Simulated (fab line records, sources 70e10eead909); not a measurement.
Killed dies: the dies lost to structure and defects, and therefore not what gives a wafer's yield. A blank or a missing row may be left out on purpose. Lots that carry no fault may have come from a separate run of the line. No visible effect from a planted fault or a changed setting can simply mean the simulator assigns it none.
What tool caused it? + flow nand harc + 36 wafers from 12 lots sampled at 2 of the route's 1159 steps

## WHAT THE GAUGES READ, wafer by wafer
NHARC_P_BONDPAD_CD_MEAS_09: target cd 500 nm.
| lot  | measured     | on        | cd nm (nm)        |
|------|--------------|-----------|-------------------|
| L075 | day 6 20:22  | cd sem-02 | 498.3 498.4 499.0 |
| L077 | day 7 00:23  | cd sem-01 | 499.3 498.3 500.4 |
| L080 | day 7 19:49  | cd sem-03 | 501.3 500.9 500.8 |
| L082 | day 8 06:25  | cd sem-01 | 499.2 500.0 501.3 |
| L083 | day 8 20:18  | cd sem-02 | 498.3 502.0 502.5 |
| L088 | day 9 17:41  | cd sem-01 | 500.5 500.1 501.8 |
| L086 | day 9 18:58  | cd sem-03 | 499.9 501.8 501.2 |
| L089 | day 10 10:53 | cd sem-01 | 501.3 500.7 499.9 |
| L090 | day 10 12:29 | cd sem-02 | 498.3 498.8 499.7 |
| L092 | day 11 01:08 | cd sem-01 | 500.8 500.2 499.5 |
| L095 | day 12 00:52 | cd sem-02 | 500.2 501.8 500.1 |
| L097 | day 12 08:50 | cd sem-02 | 500.1 501.3 500.7 |

## EACH LOT AND THE TOOL THAT RAN IT (in order: tool; ch and the chambers of the sampled wafers; start)
| lot  | NHARC_P_M2_DEP_33               |
|------|---------------------------------|
| L075 | pecvd-04 ch 0,1,2, day 6 18:48  |
| L077 | pecvd-01 ch 1,2, day 6 22:58    |
| L080 | pecvd-01 ch 1,2, day 7 18:11    |
| L082 | pecvd-04 ch 0,1,2, day 8 04:47  |
| L083 | pecvd-04 ch 0,1,2, day 8 18:40  |
| L088 | pecvd-01 ch 1,2, day 9 16:06    |
| L086 | pecvd-02 ch 0,1,2, day 9 17:19  |
| L089 | pecvd-01 ch 0,2, day 10 09:14   |
| L090 | pecvd-01 ch 0,1,2, day 10 10:58 |
| L092 | pecvd-04 ch 0,1, day 10 23:31   |
| L095 | pecvd-02 ch 0,1, day 11 23:02   |
| L097 | pecvd-02 ch 0,1, day 12 07:20   |
- NHARC_P_M2_DEP_33: deposits SiCN, target thk 30 nm.

## THE ANSWER, worked out from the rows above alone
Rule: what is usual is taken from the lots themselves. The widest of any qualifying gaps counts: lots, ordered by their means at a reading, are off when they make up no more than a third of the lots, leave a main group of 4 or more, and stand apart from it by 3 or more times the standard deviation of that group's means. A main group is skipped when, at the precision printed for the reading in the tables above, its means are all equal. Also off: a lot with no number at a reading for which 4 or more lots have one. Where the step has rows for the other lots, those lots are counted as sound.
None of the lots is off at any reading shown; this tells nothing.

## WHAT WAS PUT IN BY THE SIMULATOR
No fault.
